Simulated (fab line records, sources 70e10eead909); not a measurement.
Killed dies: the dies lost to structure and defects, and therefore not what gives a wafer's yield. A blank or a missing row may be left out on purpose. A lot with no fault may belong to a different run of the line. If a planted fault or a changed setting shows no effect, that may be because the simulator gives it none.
fab line records	flow nand-harc
record lots=11	wafers=33	last-day=33
route steps=1302 shown A_CONTACT@1000 END@1302
lots that met no fault: taken from a fault-free run of the same line
start-h: start of the lot's first displayed wafer, in hours after the record's first day	wait-h: hours from the lot's prior step to this one	" as in the row above	L1.1+2: several wafers, shown together as one row	- no value present, or no start provided	* or withheld: withheld	< > ~ a bound
route shown NAME@n: a module of which the file shows steps, and the number in the route of the first	usual: mean and standard deviation over wafers with no fault	same: alike in all rows	chamber/n: place in a boat	sites: per-site readings	_std_site: standard deviation across them	_edge_site: mean of outer sites minus mean of inner sites	radius-mm: how far each site lies from the wafer's centre	mask NAME#n: copy n	behind: tool/chamber where the wafer was last shaped	hold: why the lot was held/for how many hours/how that ended	device: transistor that didn't switch, given as n, p or np	end of line: tests run on the same wafers once the route is complete	a step given without rows: its recipe and nothing more	killed: dies lost to structure and defects at the first sort, not the wafer's yield	map: a wafer's dies, marking killed ones x, the rest . and places with no die _
set.NAME: the run value of the setting; set.NAME@STEP: its run value at that earlier step	model.NAME: the simulator's own value behind a step, which no gauge read
a sample of lots followed through the steps of the route, with each step as a table and each wafer as a row
services: the hour from which a tool's chamber was out of use, counted from the record's first day as start-h (under 0 if before that day), plus the number of hours and why
## steps
# step NHARC_A_CONTACT_DESCUM_47
# recipe time-s=3	o2-flow-sccm=200	ar-flow-sccm=0	bias-power-w=0	chemistry=O2
# usual drypump-motor-current-A=5.8/0.36	oes-product-au=0.998/0.0067	rf-vpp-V=57.7/0.88	showerhead-plenum-p-Torr=1.91/0.1	throttle-valve-pct=11.311/0.0092
# same time-s=3
lot.wafer	tool	chamber	start-h	wait-h	drypump-motor-current-A	oes-product-au	rf-hours-counter-h	rf-vpp-V	showerhead-plenum-p-Torr	throttle-valve-pct
L870.2	rie-diel-09	2	553.50	0.1	6.3	1.002	9	57.2	1.94	11.314
L870.1	"	0	"	"	6.4	0.997	8	58.3	1.81	11.308
L870.6	"	2	"	"	6.4	0.993	-	57.3	1.94	11.330
L871.1	rie-diel-07	0	562.15	0.1	5.4	0.990	26	57.9	2.07	11.307
L871.4	"	1	"	"	5.7	0.997	24	55.9	1.84	11.301
L871.5	"	3	"	"	5.5	1.015	-	57.6	1.89	11.307
L872.4	rie-diel-09	0	562.31	0.1	6.4	0.999	9	57.1	1.81	11.312
L872.1	"	2	"	"	6.3	0.998	10	57.7	1.94	11.301
L872.6	"	1	"	"	5.6	0.998	-	58.7	2.01	11.320
L880.6	rie-diel-07	3	646.54	0.1	5.5	1.012	-	57.3	1.89	11.299
L880.4	"	1	"	"	5.7	0.995	-	58.9	1.83	11.309
L880.5	"	2	"	"	5.4	1.010	-	57.7	1.80	11.308
L881.1	rie-diel-09	3	651.35	0.1	5.6	1.010	26	56.4	1.76	11.299
L881.4	"	0	"	"	6.4	0.991	-	57.9	1.81	11.319
L881.6	"	1	"	"	5.6	1.012	-	58.1	2.01	11.304
L883.3	rie-diel-07	2	675.64	0.1	5.4	1.002	7	57.0	1.79	11.330
L883.4	"	0	"	"	5.4	0.993	9	57.9	2.05	11.308
L883.5	"	3	"	"	5.4	0.998	-	57.5	1.88	11.314
L884.2	rie-diel-09	0	683.56	0.1	6.4	0.994	0	56.8	1.80	11.306
L884.3	"	1	"	"	5.6	0.999	0	58.6	2.00	11.299
L884.1	"	2	"	"	6.4	0.997	0	58.0	1.93	11.322
L886.3	rie-diel-04	1	704.51	0.1	5.7	1.002	50	58.4	2.04	11.308
L886.5	"	2	"	"	5.6	0.986	-	58.4	1.89	11.328
L886.6	"	3	"	"	6.3	1.002	-	55.9	1.86	11.309
L885.2	rie-diel-09	2	709.20	0.1	6.3	1.007	4	58.0	1.93	11.309
L885.3	"	0	"	"	6.4	1.003	4	57.9	1.80	11.312
L885.5	"	2	"	"	6.3	0.989	-	57.2	1.93	11.328
L888.3	rie-diel-09	0	726.79	0.1	6.4	1.000	6	56.8	1.80	11.310
L888.5	"	1	"	"	5.6	0.996	-	57.4	2.00	11.296
L888.6	"	2	"	"	6.3	0.993	-	57.3	1.93	11.315
L887.2	rie-diel-07	3	726.93	0.1	5.4	0.999	23	58.9	1.88	11.300
L887.3	"	1	"	"	5.7	0.999	21	57.9	1.83	11.298
L887.6	"	0	"	"	5.4	0.994	-	56.8	2.05	11.314
# step NHARC_A_CONTACT_ETCH_48
# recipe target-depth-a=390	over-etch-frac=0.3	time-s=65	ion-energy-ev=80	cf4-flow-sccm=150	ar-flow-sccm=0	rf-w=300	bias-w=100	chemistry=CF4
# usual bias-w=100.0/0.3	cf4-flow-sccm=150.0/0.43	drypump-motor-current-A=5.8/0.36	oes-product-au=0.999/0.0077	rf-fwd-power-W=297.3/1.3	rf-vpp-V=151.2/1.4	showerhead-plenum-p-Torr=1.76/0.089	throttle-valve-pct=13.283/0.0092
# same over-etch-frac=0.3	time-s=65
lot.wafer	tool	chamber	start-h	wait-h	bias-w	cf4-flow-sccm	drypump-motor-current-A	oes-product-au	rf-fwd-power-W	rf-hours-counter-h	rf-vpp-V	showerhead-plenum-p-Torr	throttle-valve-pct
L870.2	rie-diel-09	3	553.58	0.1	100.0	150.4	5.7	0.997	297.8	9	150.2	1.64	13.292
L870.1	"	2	"	"	99.6	150.2	6.3	0.995	296.2	9	149.4	1.79	13.274
L870.6	"	3	"	"	100.1	150.2	5.7	1.001	298.8	-	149.5	1.64	13.264
L871.4	rie-diel-07	0	562.23	0.1	99.6	149.5	5.5	0.999	297.5	26	152.6	1.90	13.278
L871.1	"	2	"	"	100.1	150.3	5.4	0.987	298.4	21	149.7	1.67	13.292
L871.5	"	3	"	"	100.0	150.1	5.4	0.995	296.5	-	149.9	1.75	13.280
L872.4	rie-diel-09	2	562.40	0.1	99.4	150.1	6.3	1.003	295.4	10	153.0	1.79	13.267
L872.1	"	0	"	"	100.0	149.3	6.4	1.004	297.0	9	150.6	1.68	13.287
L872.6	"	1	"	"	100.5	149.8	5.6	1.006	300.3	-	153.3	1.85	13.289
L880.4	rie-diel-07	3	646.63	0.1	99.8	149.1	5.5	1.001	297.4	-	150.4	1.74	13.282
L880.5	"	1	"	"	100.4	150.3	5.7	1.005	298.1	-	151.6	1.70	13.279
L880.6	"	2	"	"	100.0	149.4	5.4	0.997	296.6	-	149.7	1.67	13.293
L881.1	rie-diel-09	0	651.43	0.1	100.6	149.8	6.4	0.991	296.9	22	150.7	1.68	13.274
L881.4	"	1	"	"	99.0	150.6	5.6	0.999	297.3	26	152.5	1.85	13.268
L881.6	"	3	"	"	100.1	150.0	5.7	0.993	299.1	-	151.0	1.64	13.281
L883.3	rie-diel-07	0	675.73	0.1	99.9	149.2	5.4	0.991	296.5	9	152.4	1.89	13.284
L883.4	"	1	"	"	100.1	149.9	5.7	0.989	298.3	7	150.3	1.70	13.295
L883.5	"	0	"	"	99.9	150.3	5.4	0.986	296.9	-	152.5	1.89	13.279
L884.2	rie-diel-09	3	683.64	0.1	99.6	149.8	5.7	0.996	298.5	0	152.7	1.91	13.289
L884.1	"	0	"	"	100.1	149.5	6.4	0.985	298.2	0	149.7	1.67	13.293
L884.3	"	2	"	"	100.2	150.4	6.3	0.986	296.2	0	151.4	1.78	13.291
L886.3	rie-diel-04	0	704.57	0.1	100.2	150.3	5.6	0.999	297.5	52	152.8	1.89	13.288
L886.5	"	0	"	"	99.8	149.6	5.6	1.003	297.7	-	151.4	1.89	13.274
L886.6	"	1	"	"	99.7	150.1	5.7	1.003	296.7	-	155.0	1.88	13.283
L885.3	rie-diel-09	0	709.30	0.1	100.6	149.8	6.4	0.986	298.5	4	150.3	1.67	13.279
L885.2	"	1	"	"	100.2	150.2	5.6	0.986	296.7	4	151.8	1.84	13.274
L885.5	"	2	"	"	100.2	150.6	6.4	0.998	295.1	-	151.3	1.78	13.289
L888.3	rie-diel-09	0	726.87	0.1	99.8	149.9	6.4	0.993	296.8	6	149.3	1.67	13.277
L888.6	"	1	"	"	99.9	150.0	5.6	0.997	299.1	-	152.2	1.84	13.281
L888.5	"	2	"	"	100.2	150.4	6.3	0.987	296.4	-	149.8	1.78	13.290
L887.3	rie-diel-07	3	727.03	0.1	99.3	150.8	5.5	0.989	294.9	23	151.1	1.74	13.296
L887.2	"	1	"	"	99.6	149.4	5.7	0.988	299.5	21	150.9	1.69	13.274
L887.6	"	0	"	"	100.2	149.5	5.5	0.995	296.9	-	153.4	1.89	13.277
# step NHARC_A_CONTACT_ETCH_116
# recipe source-w=withheld	pressure-mtorr=20	bias-v=3000	time-s=190	target-depth-a=18500	ar-flow-sccm=withheld	c4f8-flow-sccm=withheld	o2-flow-sccm=withheld	chemistry=C4F8/O2/Ar
# usual chamber-pressure-mTorr=20.000/0.017	oes-air-line-au=1.001/0.021
# same time-s=190
lot.wafer	tool	chamber	start-h	wait-h	chamber-pressure-mTorr	oes-air-line-au	rf-hours-counter-h
L870.2	har-cap-etch-03	1	556.23	0.1	19.963	1.030	48
L870.1	"	0	"	"	20.011	0.986	48
L870.6	"	0	"	"	20.008	1.004	-
L871.1	har-cap-etch-02	0	564.84	0.1	19.972	0.980	94
L871.4	"	0	"	"	20.005	0.963	-
L871.5	"	1	"	"	19.983	0.976	-
L872.1	har-cap-etch-01	0	565.03	0.1	20.014	1.025	8
L872.4	"	0	"	"	19.991	1.002	-
L872.6	"	1	"	"	20.011	0.994	-
L880.4	har-cap-etch-03	0	653.27	0.1	20.027	0.995	-
L880.5	"	0	"	"	20.011	1.010	-
L880.6	"	1	"	"	20.008	0.973	-
L881.1	har-cap-etch-02	1	654.23	0.1	20.027	1.000	113
L881.4	"	0	"	"	20.016	0.997	-
L881.6	"	0	"	"	19.987	0.943	-
L883.4	har-cap-etch-03	1	678.41	0.1	19.984	1.021	-
L883.3	"	0	"	"	19.990	0.967	-
L883.5	"	1	"	"	19.999	0.988	-
L884.2	har-cap-etch-01	1	686.27	0.1	19.995	1.008	30
L884.1	"	0	"	"	20.000	1.025	30
L884.3	"	1	"	"	20.035	0.999	-
L886.3	har-cap-etch-03	0	707.26	0.1	20.009	1.012	-
L886.5	"	1	"	"	20.008	0.984	-
L886.6	"	0	"	"	19.998	0.996	-
L885.2	har-cap-etch-01	0	712.27	0.2	20.005	0.980	34
L885.3	"	0	"	"	20.008	1.007	-
L885.5	"	1	"	"	19.998	0.986	-
L888.3	har-cap-etch-01	1	729.55	0.1	20.004	1.024	-
L888.5	"	0	"	"	20.013	1.021	-
L888.6	"	1	"	"	20.004	1.012	-
L887.2	har-cap-etch-02	0	729.99	0.1	19.979	0.985	125
L887.3	"	0	"	"	20.008	1.003	-
L887.6	"	1	"	"	19.981	1.042	-
# step NHARC_A_CONTACT_ETCH_118
# recipe source-w=withheld	pressure-mtorr=20	bias-v=3000	time-s=190	target-depth-a=18500	ar-flow-sccm=withheld	c4f8-flow-sccm=withheld	o2-flow-sccm=withheld	chemistry=C4F8/O2/Ar
# usual chamber-pressure-mTorr=20.002/0.019	oes-air-line-au=1.004/0.019	time-s=190/0
lot.wafer	tool	chamber	start-h	wait-h	chamber-pressure-mTorr	oes-air-line-au	rf-hours-counter-h	time-s
L870.2	har-cap-etch-03	1	556.57	0.1	20.037	1.036	49	190
L870.1	"	0	"	"	20.010	0.997	49	190
L870.6	"	0	"	"	20.004	0.993	-	190
L871.1	har-cap-etch-02	0	565.18	0.1	20.005	1.034	95	190
L871.4	"	0	"	"	19.991	1.012	-	190
L871.5	"	1	"	"	20.037	1.006	-	190
L872.1	har-cap-etch-01	0	565.37	0.1	19.999	1.019	9	190
L872.4	"	0	"	"	19.972	1.011	-	190
L872.6	"	1	"	"	19.997	1.004	-	190
L880.4	har-cap-etch-03	0	653.61	0.1	-	-	-	-
L880.5	"	0	"	"	-	-	-	-
L880.6	"	1	"	"	-	-	-	-
L881.1	har-cap-etch-02	1	654.56	0.1	-	-	-	-
L881.4	"	0	"	"	-	-	-	-
L881.6	"	0	"	"	-	-	-	-
L883.4	har-cap-etch-03	1	678.75	0.1	20.007	1.051	-	190
L883.3	"	0	"	"	19.972	1.002	-	190
L883.5	"	1	"	"	20.020	0.988	-	190
L884.2	har-cap-etch-01	1	686.62	0.1	19.974	1.025	30	190
L884.1	"	0	"	"	20.008	1.009	30	190
L884.3	"	1	"	"	19.993	0.987	-	190
L886.3	har-cap-etch-03	0	707.60	0.1	19.999	1.023	-	190
L886.5	"	1	"	"	19.893	0.992	-	190
L886.6	"	0	"	"	19.979	0.993	-	190
L885.2	har-cap-etch-01	0	712.71	0.2	20.031	0.995	34	190
L885.3	"	0	"	"	20.005	0.948	-	190
L885.5	"	1	"	"	19.984	1.016	-	190
L888.3	har-cap-etch-01	1	729.89	0.1	19.996	1.005	-	190
L888.5	"	0	"	"	20.010	0.972	-	190
L888.6	"	1	"	"	20.031	1.028	-	190
L887.2	har-cap-etch-02	0	730.33	0.1	20.004	1.022	125	190
L887.3	"	0	"	"	20.017	1.017	-	190
L887.6	"	1	"	"	19.979	0.961	-	190
# step NHARC_END_SORT_01
# recipe temp-c=25
# usual killed-at-array=52/20	killed-at-other=1.0/1.3	killed-at-periphery=3.7/2.2	killed-dies=57/20	killed-open=3.2/1.6	killed-short=2.4/1.6
# same gross-dies=677
lot.wafer	tool	chamber	start-h	wait-h	killed-at-array	killed-at-other	killed-at-periphery	killed-dies	killed-open	killed-short
L881.1	prober-02	0	719.48	2.5	672	0	5	677	3	1
L881.4	prober-02	0	721.88	3.4	673	0	4	677	3	5
L881.6	prober-02	0	723.48	4.0	670	1	6	677	3	2
L880.4	prober-01	0	721.54	3.4	673	2	2	677	2	1
L880.5	prober-01	0	722.34	3.7	675	0	2	677	1	4
L880.6	prober-01	0	723.14	4.0	670	2	5	677	3	2
# killed by level:class
L881.1 A_CONTACT:area-etch=627 A_CHANNEL_HOLE_D2:chamber-film-flake=25 A_CHANNEL_HOLE_D1:chamber-film-flake=8 P_STI:chamber-film-flake=2 P_M2:chamber-film-flake=2 A_CHANNEL_FILL_D1:chamber-film-flake=2 A_DECK1_JOINT:chamber-film-flake=2 A_CONTACT:chamber-film-flake=2
L880.4 A_CONTACT:area-etch=608 A_CHANNEL_HOLE_D1:chamber-film-flake=26 A_CHANNEL_HOLE_D2:chamber-film-flake=22 A_CONTACT:chamber-film-flake=7 A_STAIRCASE:chamber-film-flake=3 A_SLIT:chamber-film-flake=3 THIN_TSV:chamber-film-flake=2 A_CHANNEL_HOLE_D1:geometric-particle:short=1
L881.4 A_CONTACT:area-etch=633 A_CHANNEL_HOLE_D2:chamber-film-flake=16 A_CHANNEL_HOLE_D1:chamber-film-flake=7 A_CONTACT:chamber-film-flake=4 A_M0:geometric-particle:short=2 P_STI:chamber-film-flake=2 A_CHANNEL_FILL_D1:chamber-film-flake=2 A_SLIT:chamber-film-flake=2
L880.5 A_CONTACT:area-etch=609 A_CHANNEL_HOLE_D1:chamber-film-flake=23 A_CHANNEL_HOLE_D2:chamber-film-flake=18 A_CONTACT:chamber-film-flake=11 A_STAIRCASE:chamber-film-flake=6 P_STI:chamber-film-flake=2 A_SLIT:chamber-film-flake=2 A_ONON_D1:geometric-particle:short=1
L880.6 A_CONTACT:area-etch=615 A_CHANNEL_HOLE_D1:chamber-film-flake=25 A_CHANNEL_HOLE_D2:chamber-film-flake=19 A_CONTACT:chamber-film-flake=6 P_ZERO_WELL:chamber-film-flake=2 THIN_TSV:chamber-film-flake=2 P_CONTACT:geometric-particle:short=1 P_CONTACT:geometric-particle:open=1
L881.6 A_CONTACT:area-etch=621 A_CHANNEL_HOLE_D2:chamber-film-flake=28 A_SLIT:chamber-film-flake=7 A_CHANNEL_HOLE_D1:chamber-film-flake=5 A_CONTACT:chamber-film-flake=4 P_M2:chamber-film-flake=2 A_DECK1_JOINT:chamber-film-flake=2 P_STI:geometric-particle:short=1
## services
tool	chamber	start-h	hours	kind
rie-diel-09	0	531.06	-	clean
rie-diel-09	1	531.06	-	clean
rie-diel-09	2	531.06	-	clean
rie-diel-09	3	531.06	-	clean
rie-diel-04	-	532.15	9.0	pm
rie-diel-09	0	555.56	-	clean
rie-diel-09	1	555.56	-	clean
rie-diel-09	2	555.56	-	clean
rie-diel-09	3	555.56	-	clean
rie-diel-04	1	558.39	3.9	repair
rie-diel-09	0	580.06	-	clean
rie-diel-09	1	580.06	-	clean
rie-diel-09	2	580.06	-	clean
rie-diel-09	3	580.06	-	clean
rie-diel-07	2	603.01	4.5	repair
rie-diel-09	0	604.56	-	clean
rie-diel-09	1	604.56	-	clean
rie-diel-07	2	625.11	9.1	repair
rie-diel-09	-	626.52	6.0	repair
rie-diel-09	2	648.15	3.2	repair
rie-diel-07	-	651.12	9.0	pm
rie-diel-04	-	709.15	9.0	pm
rie-diel-07	2	709.44	22.5	repair
rie-diel-07	-	717.48	1.9	repair
## key
first-sign step=NHARC_A_CONTACT_ETCH_118	reading=tool-record	direction=missing
effect step=NHARC_END_SORT_01	reading=killed-at-array	direction=up	sigmas=31	usual=52	struck=672
more-kills-born-at NHARC_A_CONTACT_ETCH_118@har-cap-etch-02=1881	NHARC_A_CONTACT_ETCH_118@har-cap-etch-03=1832
met-at NHARC_A_CONTACT_ETCH_118
struck-lots L880,L881
later-rows-left-out L880.4,L880.5,L880.6,L881.1,L881.4,L881.6
tester-left-out L880,L881
not-acting-at NHARC_A_CONTACT_DESCUM_47,NHARC_A_CONTACT_ETCH_48,NHARC_A_CONTACT_ETCH_116
onset-between 565.18 653.61
fault kind=skipped-step-whole	tool=har-cap-etch-02,har-cap-etch-03	chamber=-	onset-h=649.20	steps=NHARC_A_CONTACT_ETCH_118	scope=struck-lots-only
# tester-left-out: of these lots the tester's yield and bins aren't shown, on N5 and GAA mostly nor the transistor test; their killed dies are dies lost to structure and defects alone, not to doping, threshold or leakage, so they don't give the yield
# later-rows-left-out: the simulator's readings of these wafers behind a module that went badly wrong aren't trusted and aren't shown, but for the sort
